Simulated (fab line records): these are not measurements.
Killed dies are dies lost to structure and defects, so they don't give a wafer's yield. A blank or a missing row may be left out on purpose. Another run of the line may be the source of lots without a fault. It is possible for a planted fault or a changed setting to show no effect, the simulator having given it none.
fab line records	flow nand_harc
record: lots: 24	wafers: 72	last_day: 24
route steps=1159 shown P_M2@333 A_CHANNEL_HOLE_D1@464
lots that met no fault: from a run of the same line without faults
start_h: the number of hours between the record's first day and the start of the first shown wafer of the lot	wait_h: how many hours have passed since the lot's step before this one	" repeats the value in the row above	L1.1+2: a row that stands for several wafers	- no value, or no start given	* or withheld: withheld	< > ~ a bound
route shown NAME@n: a module of which the file shows steps, and the number in the route of the first	usual: mean and standard deviation over wafers with no fault	same: alike in all rows	chamber/n: place in a boat	sites: readings site by site	_std_site: their standard deviation	_edge_site: inner sites' mean taken away from outer sites' mean	radius_mm: for every site, how far away it sits from the centre of the wafer	mask NAME#n: copy n	behind: the most recent tool/chamber to have shaped the wafer	hold: reason for holding the lot/hours on hold/outcome of the hold	device: the transistor (n, p or np) that didn't switch	end of line: tests run on the same wafers once the route is complete	a step given without rows: its recipe and nothing more	killed: dies lost to structure and defects at the first sort, not the wafer's yield	map: per-die view of a wafer (x killed, . not killed, _ where there is no die)
set.NAME: the run value of the setting; set.NAME@STEP: its run value at that earlier step	model.NAME: the simulator's own value behind a step, which no gauge read
route steps across a sampled set of lots; one table per step, one row per wafer
services: from which hour (start_h, from the record's first day; less than 0 if before it) a tool's chamber was out of use, for how many hours, and why
== steps ==
step: NHARC_P_M2_ETCH_15
recipe: target_depth_a: 1825	time_s: 91.2	c4f8_flow_sccm: withheld	ar_flow_sccm: 400	rf_w: 600	bias_w: 300	chemistry: C4F8/Ar
usual: oes_product_au: 0.949/0.019	rf_vpp_V: 441/3.4
lot.wafer	tool	chamber	start_h	wait_h	oes_product_au	rf_hours_counter_h	rf_vpp_V
L074.1	rie_diel-05	2	-	-	0.930	42	442
L074.3	"	1	"	"	0.910	46	443
L074.6	"	0	"	"	0.936	-	438
L075.3	rie_diel-04	3	-	-	0.954	1	443
L075.5	"	1	"	"	0.939	-	441
L075.6	"	2	"	"	0.974	-	437
L076.4	rie_diel-04	0	-	-	0.973	1	438
L076.2	"	3	"	"	0.967	1	446
L076.5	"	1	"	"	0.958	-	442
L077.2	rie_diel-04	0	-	-	0.935	1	437
L077.4	"	2	"	"	0.966	1	437
L077.6	"	0	"	"	0.943	-	438
L078.4	rie_diel-04	2	-	-	0.956	1	436
L078.1	"	3	"	"	0.964	1	446
L078.6	"	1	"	"	0.936	-	443
L080.2	rie_diel-07	3	-	-	0.916	14	446
L080.1	"	0	"	"	0.918	14	440
L080.6	"	0	"	"	0.920	-	439
L079.1	rie_diel-04	2	-	-	0.965	1	437
L079.4	"	0	"	"	0.971	1	436
L079.6	"	3	"	"	0.950	-	443
L081.2	rie_diel-04	3	-	-	0.913	2	445
L081.4	"	0	"	"	0.910	2	436
L081.3	"	1	"	"	0.915	2	441
L082.4	rie_diel-04	1	-	-	0.934	2	442
L082.3	"	3	"	"	0.947	2	447
L082.6	"	0	"	"	0.932	-	438
L083.1	rie_diel-04	2	-	-	0.948	2	438
L083.6	"	3	"	"	0.940	-	447
L083.5	"	0	"	"	0.962	-	438
L084.1	rie_diel-04	1	-	-	0.970	3	443
L084.6	"	2	"	"	0.958	-	437
L084.5	"	3	"	"	0.954	-	446
L085.4	rie_diel-04	3	-	-	0.963	3	445
L085.2	"	1	"	"	0.945	3	441
L085.6	"	3	"	"	0.951	-	444
L087.4	rie_diel-04	0	-	-	0.946	3	438
L087.3	"	2	"	"	0.971	3	436
L087.5	"	0	"	"	0.945	-	437
L086.3	rie_diel-04	3	-	-	0.948	3	445
L086.1	"	0	"	"	0.953	3	437
L086.2	"	2	"	"	0.951	3	437
L088.1	rie_diel-04	2	-	-	0.975	3	437
L088.4	"	1	"	"	0.954	3	442
L088.6	"	3	"	"	0.955	-	446
L089.3	rie_diel-04	3	-	-	0.954	4	445
L089.4	"	1	"	"	0.954	4	443
L089.6	"	0	"	"	0.948	-	437
L090.2	rie_diel-04	2	-	-	0.943	4	438
L090.4	"	0	"	"	0.958	4	437
L090.5	"	2	"	"	0.955	-	436
L092.4	rie_diel-04	1	-	-	0.960	4	441
L092.1	"	0	"	"	0.972	4	437
L092.5	"	1	"	"	0.959	-	441
L091.4	rie_diel-04	0	-	-	0.970	4	438
L091.3	"	1	"	"	0.965	4	441
L091.5	"	3	"	"	0.937	-	447
L094.1	rie_diel-04	2	-	-	0.984	5	438
L094.3	"	3	"	"	0.946	5	445
L094.2	"	0	"	"	0.957	5	437
L093.2	rie_diel-04	1	-	-	0.949	5	441
L093.1	"	3	"	"	0.938	5	445
L093.5	"	0	"	"	0.960	-	436
L095.2	rie_diel-04	1	-	-	0.916	5	442
L095.6	"	1	"	"	0.911	-	443
L095.5	"	2	"	"	0.919	-	437
L096.3	rie_diel-04	0	-	-	0.967	5	436
L096.1	"	3	"	"	0.953	5	445
L096.5	"	1	"	"	0.969	-	442
L097.1	rie_diel-05	1	-	-	0.931	36	443
L097.6	"	2	"	"	0.920	-	442
L097.5	"	3	"	"	0.924	-	444
step: NHARC_P_M2_STRIP_18
recipe: power_w: 1000	n2_flow_sccm: 150	h2_flow_sccm: 150	ar_flow_sccm: 0	bias_w: 0	chemistry: N2/H2
usual: drypump_motor_current_A: 5.8/0.44	mfc_ar_sccm: 0.008/0.011	oes_product_au: 0.993/0.011	rf_vpp_V: 90.7/1.1	showerhead_plenum_p_Torr: 2.04/0.12	throttle_valve_pct: 14.172/0.01
lot.wafer	tool	chamber	start_h	wait_h	drypump_motor_current_A	mfc_ar_sccm	oes_product_au	rf_hours_counter_h	rf_vpp_V	showerhead_plenum_p_Torr	throttle_valve_pct
L074.1	rie_diel-04	0	133.54	0.1	5.2	0	0.996	1	90.3	1.91	14.162
L074.3	"	3	"	"	6.3	0.019	0.993	0	92.0	2.20	14.179
L074.6	"	1	"	"	5.8	0	1.002	-	92.5	2.08	14.185
L075.3	rie_diel-07	1	139.31	0.1	6.1	0.014	1.006	13	91.1	2.12	14.171
L075.6	"	3	"	"	5.0	0.016	0.976	-	90.1	2.19	14.171
L075.5	"	0	"	"	6.0	0.036	0.998	-	90.7	2.03	14.171
L076.2	rie_diel-07	1	139.84	0.1	6.1	0.014	1.012	14	92.0	2.12	14.179
L076.4	"	3	"	"	5.0	0.016	0.985	12	90.9	2.19	14.169
L076.5	"	0	"	"	6.0	0.036	0.996	-	91.3	2.03	14.187
L077.4	rie_diel-07	3	150.24	0.1	5.0	0.016	0.970	14	92.4	2.19	14.157
L077.2	"	0	"	"	6.0	0.036	0.987	13	92.2	2.03	14.171
L077.6	"	3	"	"	5.0	0.016	0.978	-	92.4	2.19	14.160
L078.1	rie_diel-04	2	150.90	0.1	5.9	0.004	1.002	1	90.2	1.91	14.155
L078.4	"	3	"	"	6.3	0.019	0.987	1	91.4	2.20	14.174
L078.6	"	1	"	"	5.8	0	1.000	-	91.5	2.08	14.169
L080.1	rie_diel-04	3	156.23	0.2	6.3	0.019	0.980	1	91.4	2.20	14.192
L080.2	"	0	"	"	5.2	0	0.998	1	89.8	1.90	14.177
L080.6	"	2	"	"	5.9	0.004	1.000	-	89.3	1.91	14.187
L079.1	rie_diel-04	2	156.36	0.1	5.9	0.004	1.005	2	89.5	1.91	14.159
L079.4	"	0	"	"	5.2	0	1.000	2	90.4	1.91	14.158
L079.6	"	2	"	"	5.9	0.004	1.004	-	91.3	1.91	14.177
L081.3	rie_diel-05	1	172.88	0.1	5.7	0.034	1.014	0	90.8	2.10	14.165
L081.2	"	2	"	"	5.5	0	1.014	0	91.1	2.09	14.186
L081.4	"	3	"	"	5.5	0.030	0.995	0	91.1	2.14	14.167
L082.3	rie_diel-04	3	175.84	0.1	6.3	0.019	0.985	2	92.8	2.20	14.168
L082.4	"	1	"	"	5.7	0	1.006	2	90.3	2.08	14.186
L082.6	"	3	"	"	6.3	0.019	1.002	-	91.7	2.20	14.170
L083.1	rie_diel-04	0	176.79	0.1	5.3	0	0.987	2	90.5	1.90	14.172
L083.5	"	0	"	"	5.2	0	0.988	-	89.1	1.90	14.165
L083.6	"	1	"	"	5.8	0	0.992	-	90.9	2.08	14.184
L084.1	rie_diel-04	0	190.93	0.1	5.3	0	0.990	3	89.0	1.90	14.167
L084.6	"	0	"	"	5.2	0	0.981	-	87.5	1.90	14.192
L084.5	"	1	"	"	5.8	0	0.968	-	91.9	2.08	14.165
L085.4	rie_diel-04	1	191.91	0.1	5.7	0	0.994	3	90.0	2.08	14.164
L085.2	"	3	"	"	6.3	0.019	0.991	3	92.3	2.20	14.168
L085.6	"	0	"	"	5.2	0	0.989	-	88.5	1.90	14.176
L087.3	rie_diel-07	3	200.78	0.1	5.0	0.016	0.983	24	91.6	2.19	14.164
L087.4	"	1	"	"	6.1	0.014	1.015	24	90.0	2.11	14.178
L087.5	"	3	"	"	5.0	0.016	0.983	-	89.8	2.19	14.187
L086.2	rie_diel-04	3	206.94	0.1	6.3	0.019	0.982	3	91.3	2.20	14.164
L086.3	"	0	"	"	5.3	0	0.976	3	88.8	1.90	14.164
L086.1	"	1	"	"	5.7	0	0.979	3	90.8	2.08	14.155
L088.4	rie_diel-07	0	214.74	0.1	6.0	0.036	0.995	24	90.2	2.03	14.182
L088.1	"	1	"	"	6.1	0.014	1.002	26	91.0	2.11	14.167
L088.6	"	0	"	"	6.0	0.036	0.993	-	90.3	2.03	14.149
L089.4	rie_diel-04	1	217.49	0.1	5.7	0	0.978	4	90.0	2.08	14.182
L089.3	"	0	"	"	5.2	0	0.993	4	90.8	1.90	14.182
L089.6	"	2	"	"	5.9	0.004	0.991	-	89.7	1.91	14.160
L090.4	rie_diel-04	2	226.90	0.1	5.9	0.004	0.998	4	89.5	1.91	14.187
L090.2	"	3	"	"	6.3	0.019	0.977	4	91.9	2.20	14.178
L090.5	"	3	"	"	6.3	0.019	0.989	-	92.7	2.20	14.168
L092.1	rie_diel-04	0	227.66	0.1	5.2	0	0.996	4	89.1	1.90	14.175
L092.4	"	2	"	"	5.9	0.004	1.003	4	91.0	1.91	14.166
L092.5	"	0	"	"	5.2	0	0.989	-	90.1	1.90	14.170
L091.4	rie_diel-04	3	228.45	0.1	6.3	0.019	0.981	4	92.0	2.20	14.164
L091.3	"	0	"	"	5.2	0	1.000	4	89.2	1.90	14.174
L091.5	"	1	"	"	5.7	0	0.973	-	90.8	2.08	14.188
L094.3	rie_diel-04	1	238.54	0.1	5.7	0	0.984	5	91.0	2.08	14.192
L094.1	"	2	"	"	5.9	0.004	0.991	5	89.4	1.91	14.178
L094.2	"	3	"	"	6.3	0.019	0.979	5	91.2	2.20	14.189
L093.2	rie_diel-04	3	239.92	0.1	6.3	0.019	0.994	5	91.1	2.20	14.167
L093.1	"	1	"	"	5.7	0	0.996	5	91.1	2.08	14.157
L093.5	"	2	"	"	5.9	0.004	1.007	-	91.2	1.91	14.186
L095.2	rie_diel-04	0	246.43	0.1	5.3	0	0.988	5	90.1	1.90	14.172
L095.6	"	0	"	"	5.3	0	0.986	-	90.2	1.90	14.169
L095.5	"	1	"	"	5.7	0	0.986	-	90.8	2.08	14.165
L096.3	rie_diel-04	3	256.18	0.1	6.3	0.019	0.993	5	90.4	2.20	14.168
L096.1	"	0	"	"	5.3	0	0.994	6	91.1	1.90	14.165
L096.5	"	1	"	"	5.7	0	0.996	-	91.3	2.08	14.171
L097.1	rie_diel-04	0	270.66	0.1	5.2	0	0.992	6	88.7	1.90	14.181
L097.6	"	1	"	"	5.8	0	1.010	-	91.0	2.08	14.164
L097.5	"	2	"	"	5.9	0.004	1.009	-	89.9	1.91	14.174
step: NHARC_P_M2_PVD_20
recipe: target_thk_a: 50	bias_v: 168.6	power_w: 15000	chamber_pressure_pa: 0.12	time_s: 8.06	substrate_temp_c: 50	material: TaN
usual: throttle_valve_pct: 30.8/1.2
lot.wafer	tool	chamber	start_h	wait_h	throttle_valve_pct
L074.3	pvd_sputter-03	-	-	-	30.3
L074.1	"	-	"	"	29.4
L074.6	"	-	"	"	29.9
L075.3	pvd_sputter-03	-	-	-	29.5
L075.5	"	-	"	"	31.2
L075.6	"	-	"	"	29.7
L076.4	pvd_sputter-02	-	-	-	32.5
L076.2	"	-	"	"	31.1
L076.5	"	-	"	"	32.7
L077.2	pvd_sputter-01	-	-	-	29.0
L077.4	"	-	"	"	31.8
L077.6	"	-	"	"	31.9
L078.1	pvd_sputter-03	-	-	-	31.4
L078.4	"	-	"	"	29.5
L078.6	"	-	"	"	29.9
L080.1	pvd_sputter-03	-	-	-	29.8
L080.2	"	-	"	"	31.6
L080.6	"	-	"	"	30.3
L079.4	pvd_sputter-02	-	-	-	30.9
L079.1	"	-	"	"	31.0
L079.6	"	-	"	"	30.7
L081.3	pvd_sputter-01	-	-	-	31.9
L081.2	"	-	"	"	32.3
L081.4	"	-	"	"	29.6
L082.4	pvd_sputter-02	-	-	-	31.5
L082.3	"	-	"	"	31.0
L082.6	"	-	"	"	32.4
L083.1	pvd_sputter-02	-	-	-	31.7
L083.5	"	-	"	"	30.4
L083.6	"	-	"	"	30.9
L084.1	pvd_sputter-02	-	-	-	31.7
L084.5	"	-	"	"	32.6
L084.6	"	-	"	"	30.6
L085.2	pvd_sputter-02	-	-	-	32.6
L085.4	"	-	"	"	31.6
L085.6	"	-	"	"	32.6
L087.3	pvd_sputter-01	-	-	-	29.1
L087.4	"	-	"	"	29.2
L087.5	"	-	"	"	29.0
L086.1	pvd_sputter-01	-	-	-	31.9
L086.2	"	-	"	"	29.6
L086.3	"	-	"	"	29.0
L088.1	pvd_sputter-01	-	-	-	32.1
L088.4	"	-	"	"	29.5
L088.6	"	-	"	"	32.1
L089.3	pvd_sputter-01	-	-	-	32.3
L089.4	"	-	"	"	29.3
L089.6	"	-	"	"	32.1
L090.2	pvd_sputter-01	-	-	-	29.5
L090.4	"	-	"	"	29.3
L090.5	"	-	"	"	29.6
L092.4	pvd_sputter-02	-	-	-	30.9
L092.1	"	-	"	"	30.9
L092.5	"	-	"	"	30.3
L091.4	pvd_sputter-01	-	-	-	32.4
L091.3	"	-	"	"	31.9
L091.5	"	-	"	"	29.1
L094.2	pvd_sputter-02	-	-	-	31.4
L094.3	"	-	"	"	30.8
L094.1	"	-	"	"	30.3
L093.2	pvd_sputter-01	-	-	-	29.0
L093.1	"	-	"	"	32.1
L093.5	"	-	"	"	32.3
L095.2	pvd_sputter-03	-	-	-	29.5
L095.6	"	-	"	"	29.6
L095.5	"	-	"	"	30.2
L096.1	pvd_sputter-01	-	-	-	29.4
L096.3	"	-	"	"	32.1
L096.5	"	-	"	"	32.3
L097.1	pvd_sputter-02	-	-	-	30.3
L097.5	"	-	"	"	30.7
L097.6	"	-	"	"	30.2
step: NHARC_P_M2_PVD_21
recipe: target_thk_a: 300	chamber_pressure_pa: 5	power_w: 5000	substrate_temp_c: 30	time_s: 20.49	material: Cu
usual: throttle_valve_pct: 30.8/1.2
lot.wafer	tool	chamber	start_h	wait_h	throttle_valve_pct
L074.1	pvd_sputter-03	-	-	-	29.6
L074.3	"	-	"	"	30.1
L074.6	"	-	"	"	31.5
L075.3	pvd_sputter-03	-	-	-	31.3
L075.5	"	-	"	"	30.1
L075.6	"	-	"	"	31.5
L076.4	pvd_sputter-02	-	-	-	31.5
L076.2	"	-	"	"	30.8
L076.5	"	-	"	"	31.6
L077.2	pvd_sputter-01	-	-	-	31.6
L077.4	"	-	"	"	29.7
L077.6	"	-	"	"	31.9
L078.4	pvd_sputter-03	-	-	-	30.1
L078.1	"	-	"	"	29.6
L078.6	"	-	"	"	29.9
L080.2	pvd_sputter-03	-	-	-	30.0
L080.1	"	-	"	"	31.2
L080.6	"	-	"	"	30.3
L079.4	pvd_sputter-02	-	-	-	31.4
L079.1	"	-	"	"	32.5
L079.6	"	-	"	"	31.5
L081.4	pvd_sputter-01	-	-	-	29.2
L081.2	"	-	"	"	32.3
L081.3	"	-	"	"	32.2
L082.4	pvd_sputter-02	-	-	-	32.5
L082.3	"	-	"	"	31.5
L082.6	"	-	"	"	30.9
L083.1	pvd_sputter-02	-	-	-	32.3
L083.6	"	-	"	"	31.5
L083.5	"	-	"	"	32.4
L084.1	pvd_sputter-02	-	-	-	30.6
L084.6	"	-	"	"	32.3
L084.5	"	-	"	"	30.7
L085.4	pvd_sputter-02	-	-	-	31.3
L085.2	"	-	"	"	32.3
L085.6	"	-	"	"	30.8
L087.4	pvd_sputter-01	-	-	-	32.3
L087.3	"	-	"	"	29.5
L087.5	"	-	"	"	32.0
L086.1	pvd_sputter-01	-	-	-	29.0
L086.3	"	-	"	"	32.3
L086.2	"	-	"	"	32.6
L088.4	pvd_sputter-01	-	-	-	29.3
L088.1	"	-	"	"	29.0
L088.6	"	-	"	"	32.1
L089.4	pvd_sputter-01	-	-	-	29.1
L089.3	"	-	"	"	32.0
L089.6	"	-	"	"	29.6
L090.4	pvd_sputter-01	-	-	-	32.2
L090.2	"	-	"	"	29.3
L090.5	"	-	"	"	29.2
L092.4	pvd_sputter-02	-	-	-	30.8
L092.1	"	-	"	"	30.2
L092.5	"	-	"	"	30.5
L091.3	pvd_sputter-01	-	-	-	28.9
L091.4	"	-	"	"	32.4
L091.5	"	-	"	"	28.8
L094.3	pvd_sputter-02	-	-	-	30.3
L094.2	"	-	"	"	30.5
L094.1	"	-	"	"	31.3
L093.2	pvd_sputter-01	-	-	-	29.5
L093.1	"	-	"	"	32.0
L093.5	"	-	"	"	29.4
L095.2	pvd_sputter-03	-	-	-	29.6
L095.5	"	-	"	"	29.5
L095.6	"	-	"	"	29.8
L096.1	pvd_sputter-01	-	-	-	32.2
L096.3	"	-	"	"	29.4
L096.5	"	-	"	"	32.1
L097.1	pvd_sputter-02	-	-	-	30.5
L097.6	"	-	"	"	30.1
L097.5	"	-	"	"	30.3
step: NHARC_A_CHANNEL_HOLE_D1_INSPECT_12
usual: raw_defect_count: 5.5/2.8
lot.wafer	tool	chamber	start_h	wait_h	raw_defect_count
L074.1	defect_inspect-01	-	181.49	0.0	2
L074.3	"	-	"	"	2
L074.6	"	-	"	"	1
L075.3	defect_inspect-01	-	190.16	0.0	4
L075.5	"	-	"	"	1
L075.6	"	-	"	"	5
L076.2	defect_inspect-02	-	190.50	0.0	7
L076.4	"	-	"	"	5
L076.5	"	-	"	"	5
L077.2	defect_inspect-01	-	196.70	0.0	5
L077.4	"	-	"	"	7
L077.6	"	-	"	"	1
L078.1	defect_inspect-01	-	196.85	0.0	7
L078.4	"	-	"	"	3
L078.6	"	-	"	"	6
L080.1	defect_inspect-02	-	203.52	0.0	4
L080.2	"	-	"	"	2
L080.6	"	-	"	"	4
L079.1	defect_inspect-01	-	203.74	0.0	6
L079.4	"	-	"	"	4
L079.6	"	-	"	"	4
L081.2	defect_inspect-02	-	220.55	0.0	7
L081.3	"	-	"	"	2
L081.4	"	-	"	"	6
L082.3	defect_inspect-02	-	220.87	0.1	2
L082.4	"	-	"	"	4
L082.6	"	-	"	"	8
L083.1	defect_inspect-01	-	225.17	0.0	8
L083.5	"	-	"	"	9
L083.6	"	-	"	"	8
L084.1	defect_inspect-01	-	236.25	0.0	7
L084.5	"	-	"	"	3
L084.6	"	-	"	"	2
L085.2	defect_inspect-02	-	237.57	0.1	8
L085.4	"	-	"	"	6
L085.6	"	-	"	"	5
L087.3	defect_inspect-02	-	247.03	0.0	3
L087.4	"	-	"	"	8
L087.5	"	-	"	"	5
L086.1	defect_inspect-02	-	257.34	0.0	4
L086.2	"	-	"	"	4
L086.3	"	-	"	"	6
L089.3	defect_inspect-01	-	263.72	0.0	9
L089.4	"	-	"	"	3
L089.6	"	-	"	"	2
L088.1	defect_inspect-02	-	264.07	0.0	11
L088.4	"	-	"	"	9
L088.6	"	-	"	"	2
L091.3	defect_inspect-02	-	273.83	0.0	3
L091.4	"	-	"	"	1
L091.5	"	-	"	"	7
L092.1	defect_inspect-02	-	274.66	0.0	6
L092.4	"	-	"	"	5
L092.5	"	-	"	"	9
L090.2	defect_inspect-01	-	275.24	0.0	9
L090.4	"	-	"	"	6
L090.5	"	-	"	"	4
L094.1	defect_inspect-02	-	288.02	0.0	2
L094.2	"	-	"	"	8
L094.3	"	-	"	"	9
L093.1	defect_inspect-02	-	288.95	0.0	7
L093.2	"	-	"	"	5
L093.5	"	-	"	"	17
L095.2	defect_inspect-02	-	294.86	0.0	1
L095.5	"	-	"	"	5
L095.6	"	-	"	"	9
L096.1	defect_inspect-01	-	307.37	0.0	3
L096.3	"	-	"	"	10
L096.5	"	-	"	"	7
L097.1	defect_inspect-02	-	318.99	0.0	2
L097.5	"	-	"	"	7
L097.6	"	-	"	"	7
step: NHARC_A_CHANNEL_HOLE_D1_ETCH_21
recipe: bias_v: 3000	source_w: withheld	pressure_mtorr: 20	time_s: 514.3	ar_flow_sccm: 375	c4f8_flow_sccm: 89.3	o2_flow_sccm: 35.7	temp_c: -20	target_depth_a: 16000	chemistry: C4F8/O2/Ar
usual: drypump_motor_current_A: 5.6/0.54	he_backside_leak_sccm: 6.1/0.72	mfc_ar_sccm: 375.0/1.1	showerhead_plenum_p_Torr: 3.71/0.064	throttle_valve_pct: 32.154/0.0094
lot.wafer	tool	chamber	start_h	wait_h	drypump_motor_current_A	he_backside_leak_sccm	mfc_ar_sccm	rf_hours_counter_h	showerhead_plenum_p_Torr	throttle_valve_pct
L074.1	har_etch-01	0	183.23	0.3	5.2	5.7	375.5	188	3.69	32.168
L074.3	"	1	"	"	5.7	6.5	376.3	-	3.82	32.161
L074.6	"	1	"	"	5.7	6.5	377.1	-	3.82	32.145
L075.3	har_etch-02	0	192.05	0.3	5.1	5.0	376.0	-	3.74	32.149
L075.6	"	1	"	"	6.4	6.0	372.8	-	3.65	32.144
L075.5	"	0	"	"	5.0	5.4	376.0	-	3.74	32.170
L076.2	har_etch-01	1	192.25	0.3	5.7	6.6	374.4	193	3.81	32.154
L076.4	"	1	"	"	5.7	6.8	374.8	-	3.81	32.136
L076.5	"	1	"	"	5.7	6.8	374.3	-	3.81	32.164
L077.2	har_etch-02	0	198.44	0.3	5.0	5.2	374.3	111	3.73	32.168
L077.4	"	1	"	"	6.4	5.9	374.2	-	3.65	32.172
L077.6	"	0	"	"	5.0	5.3	375.5	-	3.73	32.169
L078.1	har_etch-01	1	198.59	0.3	5.7	6.7	373.8	197	3.81	32.146
L078.4	"	1	"	"	5.7	6.5	375.6	-	3.81	32.159
L078.6	"	0	"	"	5.1	5.7	375.4	-	3.68	32.157
L080.2	har_etch-01	1	205.19	0.3	5.7	6.6	376.1	201	3.81	32.169
L080.1	"	0	"	"	5.1	5.8	375.1	201	3.68	32.162
L080.6	"	1	"	"	5.7	6.4	374.8	-	3.81	32.153
L079.1	har_etch-02	0	205.47	0.3	5.0	5.5	375.2	116	3.73	32.152
L079.4	"	0	"	"	5.0	5.6	375.2	-	3.73	32.163
L079.6	"	0	"	"	5.0	5.5	375.6	-	3.73	32.168
L081.2	har_etch-02	0	222.51	0.3	5.0	5.5	374.8	122	3.73	32.166
L081.3	"	1	"	"	6.4	6.2	372.9	-	3.64	32.156
L081.4	"	0	"	"	5.0	5.3	373.8	-	3.73	32.145
L082.3	har_etch-01	0	222.68	0.3	5.2	5.7	374.5	-	3.68	32.129
L082.4	"	1	"	"	5.7	6.8	373.2	-	3.81	32.160
L082.6	"	1	"	"	5.7	6.8	374.2	-	3.81	32.155
L083.1	har_etch-01	1	226.91	0.3	5.7	6.7	375.5	212	3.80	32.147
L083.6	"	0	"	"	5.1	5.5	375.6	-	3.67	32.152
L083.5	"	1	"	"	5.7	6.6	375.1	-	3.80	32.146
L084.1	har_etch-02	0	237.94	0.3	5.0	5.5	375.9	129	3.72	32.151
L084.6	"	0	"	"	5.0	5.7	374.9	-	3.72	32.153
L084.5	"	1	"	"	6.4	5.9	373.9	-	3.64	32.164
L085.2	har_etch-01	0	239.24	0.3	5.2	5.7	375.4	216	3.67	32.163
L085.4	"	1	"	"	5.7	6.9	376.2	-	3.80	32.151
L085.6	"	1	"	"	5.7	7.0	376.9	-	3.80	32.159
L087.3	har_etch-02	0	249.05	0.3	5.0	5.5	376.7	-	3.72	32.157
L087.4	"	1	"	"	6.4	6.1	373.5	-	3.63	32.164
L087.5	"	1	"	"	6.4	5.9	376.9	-	3.63	32.146
L086.2	har_etch-01	0	259.01	0.3	5.2	5.8	376.5	226	3.67	32.137
L086.1	"	1	"	"	5.6	6.8	375.1	226	3.80	32.152
L086.3	"	0	"	"	5.2	5.5	374.9	-	3.67	32.139
L089.3	har_etch-02	0	265.54	0.3	5.0	5.6	375.8	-	3.72	32.163
L089.4	"	1	"	"	6.4	5.9	375.4	-	3.63	32.153
L089.6	"	0	"	"	5.0	5.7	373.6	-	3.72	32.132
L088.1	har_etch-01	0	265.94	0.3	5.2	5.9	375.5	230	3.67	32.150
L088.4	"	0	"	"	5.1	6.1	373.9	-	3.67	32.146
L088.6	"	1	"	"	5.7	6.9	375.1	-	3.79	32.137
L091.4	har_etch-01	1	275.65	0.3	5.6	6.9	374.9	-	3.79	32.149
L091.3	"	0	"	"	5.2	5.8	374.0	-	3.66	32.161
L091.5	"	0	"	"	5.2	5.8	373.6	-	3.66	32.155
L092.1	har_etch-02	1	276.40	0.3	6.4	6.0	373.3	145	3.63	32.154
L092.4	"	1	"	"	6.4	5.9	374.9	-	3.63	32.160
L092.5	"	1	"	"	6.4	5.9	377.2	-	3.63	32.147
L090.2	har_etch-01	0	279.69	0.3	5.2	6.2	373.7	238	3.66	32.148
L090.4	"	0	"	"	5.1	5.9	374.1	-	3.66	32.183
L090.5	"	0	"	"	5.2	5.8	375.4	-	3.66	32.153
L094.2	har_etch-01	0	289.69	0.3	5.2	5.8	374.1	241	3.66	32.150
L094.1	"	1	"	"	5.7	7.3	375.3	241	3.79	32.138
L094.3	"	1	"	"	5.7	7.1	376.6	-	3.79	32.163
L093.2	har_etch-02	1	290.60	0.3	6.4	6.3	375.0	152	3.62	32.143
L093.1	"	0	"	"	5.0	5.6	374.3	152	3.71	32.154
L093.5	"	1	"	"	6.4	6.1	375.2	-	3.62	32.158
L095.2	har_etch-02	1	296.62	0.3	6.4	5.8	374.6	156	3.62	32.153
L095.6	"	0	"	"	5.0	5.4	375.8	-	3.71	32.162
L095.5	"	1	"	"	6.4	6.0	373.1	-	3.62	32.144
L096.1	har_etch-02	0	309.12	0.3	5.0	5.4	375.4	160	3.71	32.153
L096.3	"	0	"	"	5.0	5.6	374.0	-	3.71	32.155
L096.5	"	0	"	"	5.0	5.7	374.4	-	3.71	32.143
L097.1	har_etch-02	1	320.73	0.3	6.4	6.1	374.4	167	3.62	32.155
L097.6	"	0	"	"	5.0	5.7	374.0	-	3.70	32.157
L097.5	"	1	"	"	6.4	6.0	375.7	-	3.62	32.164
== services ==
tool	chamber	start_h	hours	kind
rie_diel-04	-	111.90	9.0	pm
rie_diel-05	3	125.60	10.1	repair
pvd_sputter-01	-	158.05	10.0	pm
rie_diel-05	-	163.70	9.0	pm
rie_diel-07	1	164.41	13.7	repair
rie_diel-07	3	168.86	7.2	repair
pvd_sputter-03	-	178.15	4.8	repair
rie_diel-04	-	180.16	0.8	repair
rie_diel-07	0	182.79	13.6	repair
pvd_sputter-02	-	214.00	10.0	pm
rie_diel-05	1	223.34	2.1	repair
rie_diel-07	-	228.52	9.0	pm
pvd_sputter-02	-	229.43	5.2	repair
rie_diel-07	-	246.38	1.0	repair
pvd_sputter-03	-	248.91	3.0	repair
rie_diel-04	0	251.43	1.7	repair
rie_diel-04	2	273.58	4.3	repair
pvd_sputter-03	-	278.03	1.3	repair
pvd_sputter-03	-	280.07	10.0	pm
rie_diel-04	-	288.90	9.0	pm
rie_diel-05	0	294.72	5.7	repair
rie_diel-05	1	305.50	14.4	repair
har_etch-01	-	306.66	17.0	pm
rie_diel-04	-	319.18	1.7	repair
== key ==
fault none
